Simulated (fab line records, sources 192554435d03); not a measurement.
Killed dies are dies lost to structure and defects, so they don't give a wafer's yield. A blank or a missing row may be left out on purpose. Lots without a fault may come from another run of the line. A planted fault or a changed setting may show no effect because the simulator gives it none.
fab line records | flow n5_finfet
record lots=9 wafers=27 last_day=14
route steps=1938 shown WELL_APT@32 BEOL_M4@1090 BEOL_M5@1112
lots that met no fault: from a run of the same line without faults
start_h: hours from the record's first day to the start of the lot's first wafer shown | wait_h: hours since the lot's step before | " the same as in the row above | L1.1+2: a row that stands for several wafers | - no value, or no start given | * or withheld: withheld | < > ~ a bound
route shown NAME@n: a module of which the file shows steps, and the number in the route of the first | usual: mean/standard deviation of fault-free wafers | same: alike in all rows | chamber/n: place in a boat | sites: the reading at each site | _std_site: their standard deviation | _edge_site: outer sites' mean less inner sites' | radius_mm: how far each site lies from the wafer's centre | mask NAME#n: copy n | behind: the tool/chamber that last shaped the wafer | hold: why the lot was held/for how many hours/how that ended | device: the transistor (n, p or np) that didn't switch | end of line: the same wafers' tests at the end of the route | a step without rows: its recipe alone | killed: dies lost to structure and defects at the first sort, not the wafer's yield | map: a wafer's dies, x killed, . not, _ none there
set.NAME: the setting as run; set.NAME@STEP: as run at that earlier step | model.NAME: the simulator's own value behind a step, which no gauge read
steps of the route over a sample of lots; a table a step, a row a wafer
services: from which hour (start_h, from the record's first day; less than 0 if before it) a tool's chamber was out of use, for how many hours, and why
## steps
# step N5_WELL_APT_IMPLANT_14
# recipe species=P energy_kev=160 dose_cm2=1.5e+13 tilt_deg=0 rotation_deg=0
# usual dose_ions_cm2=1.5001e+13/1.5e+10 end_station_pressure_torr=5.13e-06/2.8e-07
# columns lot.wafer tool chamber start_h wait_h dose_ions_cm2 end_station_pressure_torr
L615.4 implanter-02 0 13.83 0.1 1.5019e+13 5.44e-06
L615.5 " 0 " " 1.5e+13 4.69e-06
L615.6 " 0 " " 1.5e+13 5.11e-06
L616.2 implanter-01 0 19.85 0.1 1.4992e+13 5.19e-06
L616.4 " 0 " " 1.4993e+13 5.2e-06
L616.6 " 0 " " 1.4996e+13 5.19e-06
L617.1 implanter-02 0 26.00 0.1 1.498e+13 4.85e-06
L617.2 " 0 " " 1.5007e+13 4.85e-06
L617.5 " 0 " " 1.4987e+13 4.9e-06
L618.1 implanter-01 0 31.89 0.1 1.5037e+13 4.85e-06
L618.3 " 0 " " 1.5018e+13 5.23e-06
L618.5 " 0 " " 1.4994e+13 5.05e-06
L619.2 implanter-02 0 38.07 0.1 1.4984e+13 5.32e-06
L619.4 " 0 " " 1.5004e+13 4.94e-06
L619.5 " 0 " " 1.5008e+13 5.1e-06
L620.1 implanter-01 0 44.67 0.1 1.5037e+13 5.36e-06
L620.2 " 0 " " 1.5013e+13 4.81e-06
L620.6 " 0 " " 1.5003e+13 5.37e-06
L622.3 implanter-01 0 56.10 0.1 1.5004e+13 4.99e-06
L622.4 " 0 " " 1.5031e+13 4.85e-06
L622.5 " 0 " " 1.5022e+13 5.22e-06
L623.2 implanter-02 0 62.41 0.1 1.4996e+13 5.56e-06
L623.3 " 0 " " 1.5003e+13 5.64e-06
L623.5 " 0 " " 1.4994e+13 4.83e-06
L624.1 implanter-01 0 67.93 0.1 1.4995e+13 5.16e-06
L624.5 " 0 " " 1.4973e+13 4.86e-06
L624.6 " 0 " " 1.5002e+13 5.09e-06
# step N5_BEOL_M4_SPUTTER_86
# recipe material=Cu target_thk_a=45 temp_c=-20 chamber_pressure_pa=0.07 power_w=withheld time_s=8.29
# usual throttle_valve_pct=30.4/0.98
# columns lot.wafer tool chamber start_h wait_h throttle_valve_pct
L616.2 pvd_sputter-01 - 186.11 0.1 31.5
L616.4 " - " " 29.5
L616.6 " - " " 29.5
L615.4 pvd_sputter-03 - 187.75 0.1 30.9
L615.5 " - " " 30.2
L615.6 " - " " 29.3
L617.1 pvd_sputter-01 - 193.77 0.1 30.8
L617.2 " - " " 31.5
L617.5 " - " " 31.6
L620.1 pvd_sputter-03 - 202.31 0.1 31.4
L620.2 " - " " 31.2
L620.6 " - " " 29.3
L618.1 pvd_sputter-01 - 209.53 0.1 31.3
L618.3 " - " " 31.5
L618.5 " - " " 29.3
L619.2 pvd_sputter-01 - 212.39 0.1 31.0
L619.4 " - " " 29.4
L619.5 " - " " 29.7
L622.3 pvd_sputter-01 - 221.87 0.1 31.7
L622.5 " - " " 31.1
L623.3 pvd_sputter-02 - 230.80 0.1 27.9
L623.5 " - " " 29.5
L624.1 pvd_sputter-02 - 234.94 0.1 28.3
L624.5 " - " " 29.9
# step N5_BEOL_M4_ANNEAL_51
# recipe temp_c=225 time_s=90 ambient=N2
# usual wafer_temp_C_max=225.94/0.3
# columns lot.wafer tool chamber start_h wait_h wafer_temp_C_max
L616.2 rtp_anneal-02 0 187.45 0.1 225.93
L616.4 " 0 " " 226.28
L616.6 " 0 " " 225.85
L615.4 rtp_anneal-01 0 189.54 0.5 225.64
L615.5 " 0 " " 225.83
L615.6 " 0 " " 225.82
L617.1 rtp_anneal-01 0 195.07 0.1 225.56
L617.2 " 0 " " 225.85
L617.5 " 0 " " 225.74
L620.1 rtp_anneal-02 0 203.60 0.1 226.12
L620.2 " 0 " " 226.84
L620.6 " 0 " " 226.35
L618.1 rtp_anneal-01 0 210.91 0.1 225.73
L618.3 " 0 " " 225.62
L618.5 " 0 " " 225.62
L619.2 rtp_anneal-02 0 213.94 0.3 226.50
L619.4 " 0 " " 225.94
L619.5 " 0 " " 226.02
L622.3 rtp_anneal-01 0 223.25 0.1 225.58
L622.5 " 0 " " 226.01
L623.3 rtp_anneal-01 0 232.31 0.3 225.78
L623.5 " 0 " " 225.98
L624.1 rtp_anneal-02 0 236.27 0.1 226.16
L624.5 " 0 " " 225.78
# step N5_BEOL_M4_RC_MEAS_101
# usual DIBL_N=36.7/1.8 DIBL_P=37.0/2.4 IOFF_N=0.17/0.036 IOFF_P=0.22/0.042 ION_N=673/12 ION_P=462/8.5 RS_NWELL=1036/7.1 SS_N=71.7/0.62 SS_P=73.4/0.65 VT_N=250/3.7 VT_P=-250/3.7
# columns lot.wafer tool chamber start_h wait_h DIBL_N[mV/V] DIBL_P[mV/V] IOFF_N[nA/um] IOFF_P[nA/um] ION_N[uA/um] ION_P[uA/um] RS_NWELL[ohm/sq] SS_N[mV/dec] SS_P[mV/dec] VT_N[mV] VT_P[mV]
L616.2 prober-02 0 188.56 0.2 38.5 39.0 0.19 0.25 671 461 1038 71.5 73.3 250 -250
L616.4 " 0 " " 38.2 39.0 0.21 0.24 675 460 1027 71.9 74.6 245 -250
L616.6 " 0 " " 37.8 37.4 0.19 0.22 667 457 1032 72.0 73.4 250 -249
L615.4 prober-01 0 190.83 0.5 38.0 39.7 0.19 0.24 682 462 1030 72.3 73.6 247 -250
L615.5 " 0 " " 36.5 37.5 0.16 0.20 676 460 1036 71.0 73.5 250 -252
L615.6 " 0 " " 37.5 39.1 0.18 0.23 678 458 1037 71.5 74.0 248 -251
L617.1 prober-02 0 195.99 0.0 36.8 37.0 0.15 0.20 660 460 1034 72.2 73.1 252 -253
L617.2 " 0 " " 36.4 36.0 0.14 0.18 666 460 1034 71.8 73.5 253 -255
L617.5 " 0 " " 38.0 38.4 0.18 0.21 667 457 1041 72.5 73.6 251 -253
L620.1 prober-01 0 204.56 0.0 37.7 38.4 0.17 0.21 670 455 1970 72.2 73.5 251 -253
L620.2 " 0 " " 34.6 34.7 0.13 0.16 671 456 1971 71.1 72.0 252 -255
L620.6 " 0 " " 35.9 35.1 0.14 0.17 655 447 1961 71.1 73.6 252 -254
L618.1 prober-02 0 211.89 0.0 38.2 38.0 0.18 0.24 671 462 1046 72.3 73.9 249 -246
L618.3 " 0 " " 35.4 34.7 0.13 0.20 674 470 1036 71.2 72.7 253 -248
L618.5 " 0 " " 36.1 35.7 0.15 0.21 661 462 1040 71.0 72.8 250 -251
L619.2 prober-02 0 214.95 0.2 34.1 34.9 0.11 0.15 642 447 1053 71.1 73.3 257 -253
L619.4 " 0 " " 36.1 36.7 0.13 0.18 654 443 1049 71.3 72.7 257 -252
L619.5 " 0 " " 33.6 34.7 0.11 0.15 647 446 1042 70.5 72.5 256 -255
L622.3 prober-02 0 224.45 0.3 36.2 37.7 0.16 0.22 675 471 1961 71.6 73.5 249 -246
L622.5 " 0 " " 37.4 38.6 0.18 0.25 677 468 1986 72.3 73.3 248 -248
L623.3 prober-02 0 233.92 0.3 38.2 38.3 0.18 0.20 672 456 1920 72.0 73.1 248 -255
L623.5 " 0 " " 37.5 37.9 0.17 0.21 670 451 1929 71.7 73.3 247 -251
L624.1 prober-01 0 237.71 0.0 35.9 35.9 0.17 0.25 683 479 1935 71.0 72.7 246 -244
L624.5 " 0 " " 35.4 35.4 0.15 0.24 667 470 1942 72.1 72.2 250 -244
# step N5_BEOL_M5_ILD_DEP_00
# recipe material=SiCOH_lowk target_thk_a=1406.4 temp_c=300 precursor=DEMS/porogen pressure_torr=5 rf_w=500 time_s=25.9
# usual heater_power_w=313/50 showerhead_plenum_p_Torr=5.744/0.018 showerhead_vpp_V=1399/56 throttle_valve_pct=14.0/0.61
# columns lot.wafer tool chamber start_h wait_h heater_power_w showerhead_plenum_p_Torr showerhead_vpp_V throttle_valve_pct
L616.2 pecvd-02 1 189.38 0.7 254 5.708 1412 14.4
L616.4 " 2 " " 317 5.744 1371 13.1
L616.6 " 1 " " 250 5.742 1385 14.5
L615.4 pecvd-04 1 191.34 0.4 301 5.712 1421 15.3
L615.5 " 0 " " 295 5.777 1355 13.9
L615.6 " 2 " " 347 5.762 1403 13.8
L617.1 pecvd-04 2 196.96 0.8 359 5.762 1382 14.0
L617.2 " 1 " " 296 5.710 1446 15.3
L617.5 " 0 " " 309 5.760 1348 14.3
L620.1 pecvd-02 1 205.53 0.8 247 5.742 1391 14.3
L620.2 " 2 " " 323 5.732 1383 13.0
L620.6 " 0 " " 344 5.743 1395 13.3
L618.1 pecvd-03 1 212.85 0.8 398 5.760 1338 14.1
L618.3 " 1 " " 400 5.741 1355 14.5
L618.5 " 1 " " 393 5.749 1357 14.4
L619.2 pecvd-04 2 215.76 0.7 346 5.752 1391 13.7
L619.4 " 1 " " 263 5.698 1413 15.2
L619.5 " 0 " " 279 5.773 1371 14.0
L622.3 pecvd-03 0 225.12 0.5 290 5.744 1494 13.6
L622.5 " 1 " " 414 5.758 1371 14.0
L623.3 pecvd-03 1 234.59 0.5 392 5.755 1356 14.2
L623.5 " 1 " " 393 5.759 1350 14.4
L624.1 pecvd-02 2 238.68 0.8 328 5.750 1378 13.2
L624.5 " 2 " " 324 5.750 1408 13.5
## services
# columns tool chamber start_h hours kind
implanter-02 - -9.86 1.8 repair
pecvd-04 2 -5.90 2.9 repair
pecvd-03 - 3.36 2.0 repair
pecvd-04 2 21.12 - clean
pvd_sputter-01 - 24.59 4.0 repair
implanter-02 - 52.00 4.2 repair
implanter-01 - 57.90 0.6 repair
pvd_sputter-01 - 59.71 2.3 repair
pecvd-03 0 76.39 16.1 repair
implanter-01 - 102.77 2.9 repair
pvd_sputter-01 - 103.02 8.4 repair
pecvd-02 - 105.74 2.8 pm
pvd_sputter-01 - 119.50 1.5 repair
pecvd-03 - 127.47 1.0 repair
implanter-01 - 130.37 3.2 pm
pecvd-04 - 134.90 3.0 repair
rtp_anneal-02 - 138.40 7.0 pm
pecvd-02 1 148.43 2.9 repair
pecvd-02 - 175.95 0.5 repair
implanter-01 - 183.47 12.4 repair
implanter-02 - 192.85 4.0 repair
pecvd-03 - 196.68 14.6 pm
pecvd-04 - 205.95 1.2 repair
rtp_anneal-01 - 213.20 3.0 pm
## key
first_sign step=N5_BEOL_M4_RC_MEAS_101 reading=RS_NWELL direction=up sigmas=99+ usual=1036 struck=1953
effect none on later readings
met_at N5_WELL_APT_IMPLANT_14
struck_lots L620,L622,L623,L624
rows_end L622.4,L623.2,L624.6
not_acting_at N5_BEOL_M4_SPUTTER_86,N5_BEOL_M4_ANNEAL_51,N5_BEOL_M5_ILD_DEP_00
onset_between 38.07 44.67
fault kind=wrong_recipe_download tool=implanter-01,implanter-02 chamber=- onset_h=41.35 steps=N5_WELL_APT_IMPLANT_14 wrong_recipe.not_listed=1
# rows_end: these wafers met a further fault down the route, and their rows from its step on are left out
